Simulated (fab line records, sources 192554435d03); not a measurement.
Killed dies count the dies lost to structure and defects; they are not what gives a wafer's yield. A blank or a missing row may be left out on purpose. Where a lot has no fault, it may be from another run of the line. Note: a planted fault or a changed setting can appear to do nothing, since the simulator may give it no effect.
Matching of chambers ; flow n5-finfet ; N5_STI_FIN_REVEAL_ALD_14 on ald-sin-02: 4 sister chambers
The step deposits Si3N4, target thk 3 nm. 4 wafers are shown with their chamber, then 8 later ones without.

## WAFERS, EACH WITH ITS CHAMBER
wafer;chamber;heater-power-w (W)
L084.3;3;748
L084.5;1;764
L085.4;0;879
L086.1;2;1119

## WAFERS WITH NO CHAMBER GIVEN
wafer;heater-power-w (W)
L086.2;868
L086.3;748
L086.4;745
L086.5;1139
L086.6;764
L096.1;732
L096.5;1149
L096.6;764

## EACH ONE'S CHAMBER
wafer;from the rows above;in truth
L086.2;0;0
L086.3;can't be placed: 3 or 1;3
L086.4;can't be placed: 3 or 1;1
L086.5;2;2
L086.6;can't be placed: 1 or 3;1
L096.1;can't be placed: 3 or 1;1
L096.5;2;2
L096.6;can't be placed: 1 or 3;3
3 of 8 placed correctly. Cannot be placed on the basis of these rows: 5; the candidates contain the true chamber in 5. 0 placed wrongly.
How it was worked out, from the rows above alone: a wafer's distance from a chamber is the root of the sum, over the readings, of the square of ((its reading less the chamber's mean) divided by the reading's scatter). If the next closest chamber is less than 2 further off than the closest, the wafer can't be placed; otherwise it belongs to the closest. Each chamber's mean is taken over the wafers shown for it. The scatter (one wafer shown for each chamber): square how far every hidden wafer sits from the nearest shown wafer, average those squares and take the square root.
